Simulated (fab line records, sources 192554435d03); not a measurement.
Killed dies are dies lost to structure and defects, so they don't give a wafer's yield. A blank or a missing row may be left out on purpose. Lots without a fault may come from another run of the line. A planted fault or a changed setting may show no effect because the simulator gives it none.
Chamber matching | flow n5_finfet | N5_BEOL_M0_SAQP_ETCH_101 on rie_diel-06: 4 sister chambers
The step etches SiNx in CH3F/O2, target depth 29.9 nm, time 42.7 s. 8 wafers are shown with their chamber, then 8 later ones without.

WAFERS WITH THEIR CHAMBER
wafer  | chamber | showerhead_plenum_p_Torr (Torr) | drypump_motor_current_A (A)
L080.5 | 3       | 2.14                            | 5.88
L080.6 | 2       | 2.07                            | 5.42
L084.1 | 1       | 1.97                            | 5.31
L084.6 | 1       | 1.97                            | 5.31
L086.1 | 2       | 2.07                            | 5.43
L086.2 | 0       | 1.99                            | 5.78
L086.4 | 3       | 2.13                            | 5.88
L089.1 | 0       | 1.99                            | 5.80

WAFERS WITHOUT THEIR CHAMBER
wafer  | showerhead_plenum_p_Torr (Torr) | drypump_motor_current_A (A)
L089.3 | 1.97                            | 5.31
L089.4 | 2.06                            | 5.41
L090.3 | 2.06                            | 5.46
L090.5 | 1.99                            | 5.76
L090.6 | 2.13                            | 5.85
L096.1 | 2.13                            | 5.92
L096.4 | 2.06                            | 5.44
L096.6 | 1.96                            | 5.32

WHICH CHAMBER EACH WENT THROUGH
wafer  | from the rows above | in truth
L089.3 | 1                   | 1
L089.4 | 2                   | 2
L090.3 | 2                   | 2
L090.5 | 0                   | 0
L090.6 | 3                   | 3
L096.1 | 3                   | 3
L096.4 | 2                   | 2
L096.6 | 1                   | 1
Placed correctly: 8 of 8. Can't be placed from these rows: 0. Placed wrongly: 0.
How it was worked out, from the rows above alone: a wafer's distance from a chamber is the root of the sum, over the readings, of the square of ((its reading less the chamber's mean) divided by the reading's scatter). The wafer belongs to the nearest chamber; if the next one is less than 2 further off, it can't be placed. A chamber's mean is the mean of its shown wafers. The scatter: the root of (the sum of the squares of (reading less its chamber's mean) over the shown wafers, divided by (wafers less chambers)).
